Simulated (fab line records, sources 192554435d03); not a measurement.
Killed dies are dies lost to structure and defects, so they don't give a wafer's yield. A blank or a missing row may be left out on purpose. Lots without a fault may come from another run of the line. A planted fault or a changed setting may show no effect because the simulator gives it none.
A struck lot beside a sound one | flow n5_finfet | 14 steps out of a route of 1938
Sound: wafers L887.4, L887.5, L887.6. Struck: wafers L881.4, L881.5, L881.6. The cause comes at the end.
At each step with rows: each side's tool, then ch and its chambers, then its first start. Under that, the readings that differ: sound wafers | struck wafers | difference of the means | sigmas: that difference in standard deviations of wafers without a fault.
alike: readings whose means differ by less than 2 such deviations, and words and numbers that are the same on both sides. not compared: withheld readings, readings that some wafer has no value for, bounds like >300 that may hide the same value, and numbers for which the record gives no deviation and whose values overlap.
The two part at a step that has a row with sigmas, a row that says differs or no value, or rows on one side only. Numbers that don't overlap but have no deviation are shown without sigmas and don't part them. A reading that every wafer of one side lacks parts them only if that side has two wafers or more.

first, 4 steps without rows for these wafers: N5_HKMG_FIN_PRECLEAN_64 (cleans in dHF, time 30 s); N5_HKMG_FIN_WET_ETCH_65 (etches a-Si in TMAH, stops on TiN, time 49 s, target depth 3 nm); N5_HKMG_FIN_WET_ETCH_81 (etches TiN in SC1, stops on HfO2, time 57 s, target depth 6 nm); N5_HKMG_FIN_WET_ETCH_82 (etches La2O3 in dHCl, stops on HfO2, target depth 2 nm, rinse time 30 s).
N5_HKMG_FIN_ALD_36: deposits TiN, target thk 1 nm, pulse time 1 s, purge time 3 s.
  sound on ald_metal-02 ch 2,3, day 9 03:44; struck on ald_metal-02 ch 1,2,3, day 7 16:04
  alike: heater_power_w, precursor_pulse_height_rel
N5_HKMG_FIN_THK_MEAS_70: measures by xrf.
  sound on film_metro-01, day 9 04:01; struck on film_metro-02, day 7 16:14
  alike: HK_THK
N5_HKMG_FIN_PWFM_ALD_03: deposits TiN, target thk 2 nm, pulse time 1 s, purge time 3 s.
  sound on ald_metal-01 ch 1,2,3, day 9 04:03; struck on ald_metal-04 ch 0,3, day 7 16:30
  alike: heater_power_w, precursor_pulse_height_rel
then, 5 steps without rows for these wafers: N5_HKMG_FIN_COAT_29 (time 60 s, resist thk 300 nm); N5_HKMG_FIN_COAT_30 (time 60 s, resist thk 35 nm); N5_HKMG_FIN_COAT_06 (resist thk 90 nm); N5_HKMG_FIN_EBR_08; N5_HKMG_FIN_SOFTBAKE_07 (time 60 s).
N5_HKMG_FIN_EXPOSE_09: exposes mask NWFM.
  sound on arfi_scanner-01 ch 0, day 9 04:47; struck on arfi_scanner-03, day 7 17:14
  no value came back on the struck wafers for exposure_dose_mJ_cm2, focus_offset_nm (nm); on the sound wafers exposure_dose_mJ_cm2 reads 39.26 39.27 39.22
  alike: mask
then, 1 step without rows for these wafers: N5_HKMG_FIN_PEB_10 (peb time 60 s).

WHERE THEY PART
Only at N5_HKMG_FIN_EXPOSE_09, within this record.

WHY: what the simulator had put in
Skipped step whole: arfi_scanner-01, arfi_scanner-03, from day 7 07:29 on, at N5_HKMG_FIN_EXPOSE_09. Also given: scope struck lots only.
